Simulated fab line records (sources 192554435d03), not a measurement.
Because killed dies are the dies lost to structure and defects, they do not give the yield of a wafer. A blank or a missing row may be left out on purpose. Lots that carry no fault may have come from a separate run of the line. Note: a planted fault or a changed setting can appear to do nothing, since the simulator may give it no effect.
Shared-tool check | flow n5_finfet | Lots sampled 10, wafers sampled 30

== REASON FOR OPENING ==
At N5_WELL_APT_INSPECT_38 the reading raw_defect_count is flagged on 2 of 10 lots. Wafers without a fault read 13, standard deviation 5.2.
Rule: a lot gets a flag if all its wafers with a number sit over 4 standard deviations from that mean, or if no wafer of it has a number. As for the other lots, they are considered sound.

lot  | measured    | on                | raw_defect_count, wafer by wafer | flag
L160 | day 1 17:16 | defect_inspect-02 | 20 10 15                         |
L166 | day 3 04:59 | defect_inspect-01 | 4 13 14                          |
L168 | day 3 17:19 | defect_inspect-02 | 16 12 13                         |
L173 | day 4 23:00 | defect_inspect-01 | 36 53 72                         | FLAGGED
L174 | day 5 04:52 | defect_inspect-02 | 68 68 80                         | FLAGGED
L178 | day 6 04:56 | defect_inspect-01 | 13 8 6                           |
L179 | day 6 11:10 | defect_inspect-01 | 7 9 10                           |
L180 | day 6 17:29 | defect_inspect-01 | 18 21 11                         |
L181 | day 6 23:10 | defect_inspect-02 | 12 15 10                         |
L182 | day 7 04:59 | defect_inspect-02 | 14 17 22                         |
The numbers of the flagged lots are 63 on average: +50 against the usual, or +10 standard deviations.

== LOT BY LOT: THE TOOL USED ==
The record holds 1 process step before the reading, out of a route of 1938 steps. Every cell lists first the tool, next ch and the chambers used by the sampled wafers, and last the start.
lot  | flag    | N5_WELL_APT_OXIDE_STRIP_42
L160 |         | wet_bench-01 ch 2,3,4, day 1 16:32
L166 |         | wet_bench-03 ch 2,6,7, day 3 04:03
L168 |         | wet_bench-05 ch 1,2,3, day 3 16:20
L173 | FLAGGED | wet_bench-05 ch 2,3,6, day 4 22:16
L174 | FLAGGED | wet_bench-05 ch 0,4,7, day 5 03:55
L178 |         | wet_bench-05 ch 1,4,7, day 6 03:56
L179 |         | wet_bench-03 ch 0,3,5, day 6 10:14
L180 |         | wet_bench-03 ch 1,4,5, day 6 16:42
L181 |         | wet_bench-05 ch 0,2,3, day 6 22:26
L182 |         | wet_bench-01 ch 1,6,7, day 7 04:15
What is done by these steps:
- N5_WELL_APT_OXIDE_STRIP_42: strips SiO2 in dHF, time 45 s, target depth 12 nm.
- N5_WELL_APT_INSPECT_38: inspects for defects (darkfield).

== FLAGGED AGAINST TOTAL, ONE TOOL AT A TIME (gauges that did the reading follow at the end) ==
step                       | tool              | lots run | flagged | share of the flagged lots | sound lots run after its first flagged lot
N5_WELL_APT_OXIDE_STRIP_42 | wet_bench-01      | 2        | 0       | none                      | -
N5_WELL_APT_OXIDE_STRIP_42 | wet_bench-03      | 3        | 0       | none                      | -
N5_WELL_APT_OXIDE_STRIP_42 | wet_bench-05      | 5        | 2       | all                       | 2 (L178,L181)
N5_WELL_APT_INSPECT_38     | defect_inspect-01 | 5        | 1       | some                      | 3 (L178,L179,L180)
N5_WELL_APT_INSPECT_38     | defect_inspect-02 | 5        | 1       | some                      | 2 (L181,L182)

== WHAT THE TABLE PERMITS ==
1 row of the table ran every flagged lot: wet_bench-05 at N5_WELL_APT_OXIDE_STRIP_42.
- wet_bench-05 at N5_WELL_APT_OXIDE_STRIP_42: 2 of its 5 lots flagged. Sound lots followed the first flagged one (L178, L181) on it, something a lasting fault affecting the whole tool could not allow. On the flagged lots its readings are blank where sound lots have values: bath_heat_duty_pct, run_length_s.
Not one row of the table ran every flagged lot while running no sound lot after the first.

== WHAT WAS PUT IN BY THE SIMULATOR ==
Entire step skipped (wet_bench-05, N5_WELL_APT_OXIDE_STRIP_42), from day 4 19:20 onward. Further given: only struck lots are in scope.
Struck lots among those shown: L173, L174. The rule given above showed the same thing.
